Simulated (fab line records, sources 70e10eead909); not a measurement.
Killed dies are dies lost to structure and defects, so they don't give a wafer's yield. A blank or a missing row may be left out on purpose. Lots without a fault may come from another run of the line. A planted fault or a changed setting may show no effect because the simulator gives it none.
Which tool did it? | flow nand_harc | 14 lots, 38 wafers sampled, at 6 steps of a route of 1302

WHAT THE GAUGES READ, wafer by wafer
NHARC_A_M1_CD_MEAS_09: target cd 120 nm. Usual: cd_nm 119.9 nm, standard deviation 0.54.
lot  | measured     | on        | cd_nm (nm)        | flag
L696 | day 22 11:32 | cd_sem-02 | 119.2 120.0 119.8 |
L698 | day 23 13:29 | cd_sem-03 | 120.2 120.0 119.7 |
L702 | day 25 22:07 | cd_sem-02 | 119.7 120.1 120.2 |
L704 | day 26 14:10 | cd_sem-02 | 119.1 119.5 119.3 |
L706 | day 26 19:52 | cd_sem-03 | 120.1             |
L708 | day 27 10:44 | cd_sem-03 | 118.9             |
L707 | day 27 23:30 | cd_sem-01 | 120.1 119.5 119.6 |
L713 | day 29 07:55 | cd_sem-03 | 120.7 120.1 120.7 |
L711 | day 29 09:48 | cd_sem-03 | 120.1 119.7 120.1 |
L710 | day 29 12:14 | cd_sem-03 | 119.8 120.3 120.3 |
L714 | day 30 05:16 | cd_sem-02 | 120.2 120.3 120.7 |
L717 | day 31 05:43 | cd_sem-03 | 119.4 119.8 119.5 |
L718 | day 32 06:43 | cd_sem-02 | 119.2 119.8 119.5 |
L719 | day 33 05:07 | cd_sem-01 | 118.6 119.6 119.2 |

NHARC_A_M1_INSPECT_11. Usual: raw_defect_count 94, standard deviation 32.
lot  | measured     | on                | raw_defect_count | flag
L696 | day 22 11:39 | defect_inspect-01 | 137 145 132      |
L698 | day 23 13:37 | defect_inspect-02 | 78 72 70         |
L702 | day 25 22:14 | defect_inspect-02 | 105 130 118      |
L704 | day 26 14:17 | defect_inspect-01 | 65 71 82         |
L706 | day 26 19:59 | defect_inspect-02 | 799 787          | OFF
L708 | day 27 10:52 | defect_inspect-02 | 734 734          | OFF
L707 | day 27 23:37 | defect_inspect-01 | 107 119 113      |
L713 | day 29 08:03 | defect_inspect-02 | 132 126 107      |
L711 | day 29 09:56 | defect_inspect-01 | 48 53 45         |
L710 | day 29 12:22 | defect_inspect-02 | 112 100 120      |
L714 | day 30 05:23 | defect_inspect-01 | 67 84 73         |
L717 | day 31 05:50 | defect_inspect-01 | 120 81 87        |
L718 | day 32 06:50 | defect_inspect-01 | 126 136 136      |
L719 | day 33 05:14 | defect_inspect-02 | 61 69 60         |

NHARC_END_SORT_01. Usual: defect_limited_yield 89.9 %, standard deviation 2.6; killed_at_array 63, standard deviation 18; killed_at_other 1.1, standard deviation 1.3; killed_at_periphery 4.3, standard deviation 2.8; killed_dies 68, standard deviation 18; killed_open 3.3, standard deviation 2; killed_short 2.4, standard deviation 1.6.
lot  | measured     | on        | defect_limited_yield (%) | killed_at_array | killed_at_other | killed_at_periphery | killed_dies | killed_open | killed_short | flag
L706 | day 31 02:05 | prober-02 | 80.4                     | 126             | 4               | 3                   | 133         | 2           | 7            | OFF
L708 | day 31 16:52 | prober-02 | 86.9                     | 80              | 1               | 8                   | 89          | 6           | 2            |
L707 | day 32 01:22 | prober-01 | 88.3 86.0 88.9           | 72 83 73        | 1 1 1           | 6 11 1              | 79 95 75    | 2 2 4       | 1 2 5        |
L713 | day 32 08:30 | prober-02 | 87.3 87.1 88.2           | 85 83 75        | 0 0 1           | 1 4 4               | 86 87 80    | 2 3 2       | 5 3 4        |
L711 | day 33 00:08 | prober-01 | 93.6 93.6 93.1           | 40 41 44        | 0 2 1           | 3 0 2               | 43 43 47    | 2 3 3       | 1 1 4        |
L710 | day 32 17:01 | prober-01 | 88.3 88.8 89.8           | 77 68 68        | 0 2 1           | 2 6 0               | 79 76 69    | 1 10 1      | 5 2 2        |
L714 | day 33 10:19 | prober-02 | 91.6                     | 54              | 0               | 3                   | 57          | 0           | 3            |

WHICH TOOL RAN EACH LOT (tool, then ch and the chambers of the sampled wafers, then the start)
lot  | NHARC_A_M0_DEGAS_28          | NHARC_A_M0_PRE_CLEAN_31         | NHARC_A_M0_DEP_32
L696 | pvd_sputter-02, day 22 08:37 | pecvd-02 ch 0,1,2, day 22 10:20 | pecvd-02 ch 0,1,2, day 22 10:25
L698 | pvd_sputter-02, day 23 10:40 | pecvd-01 ch 0,1,2, day 23 12:19 | pecvd-01 ch 0,1,2, day 23 12:28
L702 | pvd_sputter-01, day 25 19:05 | pecvd-01 ch 0,1, day 25 20:47   | pecvd-01 ch 0,1, day 25 20:52
L704 | pvd_sputter-03, day 26 11:20 | pecvd-01 ch 0,1,2, day 26 12:57 | pecvd-01 ch 0,1,2, day 26 13:02
L706 | pvd_sputter-01, day 26 16:34 | pecvd-01 ch 2, day 26 18:12     | pecvd-01 ch 2, day 26 18:19
L708 | pvd_sputter-02, day 27 07:47 | pecvd-01 ch 2, day 27 09:26     | pecvd-01 ch 2, day 27 09:35
L707 | pvd_sputter-01, day 27 20:33 | pecvd-04 ch 1,2, day 27 22:11   | pecvd-04 ch 1,2, day 27 22:17
L713 | pvd_sputter-02, day 29 04:59 | pecvd-02 ch 0,2, day 29 06:45   | pecvd-02 ch 0,2, day 29 06:50
L711 | pvd_sputter-02, day 29 06:26 | pecvd-04 ch 0,1, day 29 08:30   | pecvd-04 ch 0,1, day 29 08:35
L710 | pvd_sputter-01, day 29 09:19 | pecvd-02 ch 1,2, day 29 10:56   | pecvd-02 ch 1,2, day 29 11:03
L714 | pvd_sputter-02, day 30 02:26 | pecvd-02 ch 0,1, day 30 04:04   | pecvd-02 ch 0,1, day 30 04:11
L717 | pvd_sputter-03, day 31 02:45 | pecvd-04 ch 0,1, day 31 04:24   | pecvd-04 ch 0,1, day 31 04:30
L718 | pvd_sputter-01, day 32 03:54 | pecvd-01 ch 0,1,2, day 32 05:33 | pecvd-01 ch 0,1,2, day 32 05:43
L719 | pvd_sputter-03, day 33 02:17 | pecvd-04 ch 0,1,2, day 33 03:53 | pecvd-04 ch 0,1,2, day 33 03:58
- NHARC_A_M0_DEGAS_28: time 60 s.
- NHARC_A_M0_PRE_CLEAN_31: time 12 s.
- NHARC_A_M0_DEP_32: deposits SiCN, target thk 30 nm.

WHAT THE TOOLS THEMSELVES READ (means of the sampled wafers that have a number; where no wafer has one, the mark that the record gives instead)
NHARC_A_M0_DEGAS_28. Usual: heater_power_w 350 W, standard deviation 35.
lot  | tool           | heater_power_w (W) | flag
L696 | pvd_sputter-02 | 325                |
L698 | pvd_sputter-02 | 378                |
L702 | pvd_sputter-01 | 375                |
L704 | pvd_sputter-03 | 339                |
L706 | pvd_sputter-01 | 343                |
L708 | pvd_sputter-02 | 360                |
L707 | pvd_sputter-01 | 365                |
L713 | pvd_sputter-02 | 313                |
L711 | pvd_sputter-02 | 373                |
L710 | pvd_sputter-01 | 360                |
L714 | pvd_sputter-02 | 363                |
L717 | pvd_sputter-03 | 353                |
L718 | pvd_sputter-01 | 374                |
L719 | pvd_sputter-03 | 347                |

NHARC_A_M0_PRE_CLEAN_31. Usual: heater_power_w 643 W, standard deviation 78.
lot  | tool     | heater_power_w (W) | flag
L696 | pecvd-02 | 685                |
L698 | pecvd-01 | 540                |
L702 | pecvd-01 | 618                |
L704 | pecvd-01 | 598                |
L706 | pecvd-01 | 518                |
L708 | pecvd-01 | 542                |
L707 | pecvd-04 | 646                |
L713 | pecvd-02 | 664                |
L711 | pecvd-04 | 709                |
L710 | pecvd-02 | 560                |
L714 | pecvd-02 | 762                |
L717 | pecvd-04 | 714                |
L718 | pecvd-01 | 550                |
L719 | pecvd-04 | 647                |

NHARC_A_M0_DEP_32. Usual: heater_power_w 598 W, standard deviation 74; showerhead_vpp_V 1312 V, standard deviation 51.
lot  | tool     | heater_power_w (W) | showerhead_vpp_V (V) | flag
L696 | pecvd-02 | 606                | 1283                 |
L698 | pecvd-01 | 562                | 1324                 |
L702 | pecvd-01 | 586                | 1328                 |
L704 | pecvd-01 | 524                | 1334                 |
L706 | pecvd-01 | 442                | 1276                 |
L708 | pecvd-01 | 504                | 1270                 |
L707 | pecvd-04 | 636                | 1371                 |
L713 | pecvd-02 | 701                | 1325                 |
L711 | pecvd-04 | 584                | 1314                 |
L710 | pecvd-02 | 585                | 1269                 |
L714 | pecvd-02 | 701                | 1320                 |
L717 | pecvd-04 | 615                | 1271                 |
L718 | pecvd-01 | 504                | 1327                 |
L719 | pecvd-04 | 613                | 1313                 |

THE ANSWER, worked out from the rows above alone
Rule: a lot is off if the mean of its wafers that have a number lies more than 3 standard deviations from the usual mean. A lot without any number at a reading at which 4 lots or more have one is off too. The other lots that the step has rows for count as sound. The gauges are gone through in route order, then the tools' own readings, and for those a lot's mean is taken as printed above. The first step at which some lot is off is used, and at that step the reading that is off furthest; a lot without a number counts as furthest.
Off: L706, L708, at NHARC_A_M1_INSPECT_11 (raw_defect_count).
A tool fits if, at a process step before that reading, it ran every lot that is off, and no sound lot after the first of them. The gauges at NHARC_A_M1_INSPECT_11 are tried like those tools. None of those tried fits.

WHAT THE SIMULATOR HAD PUT IN
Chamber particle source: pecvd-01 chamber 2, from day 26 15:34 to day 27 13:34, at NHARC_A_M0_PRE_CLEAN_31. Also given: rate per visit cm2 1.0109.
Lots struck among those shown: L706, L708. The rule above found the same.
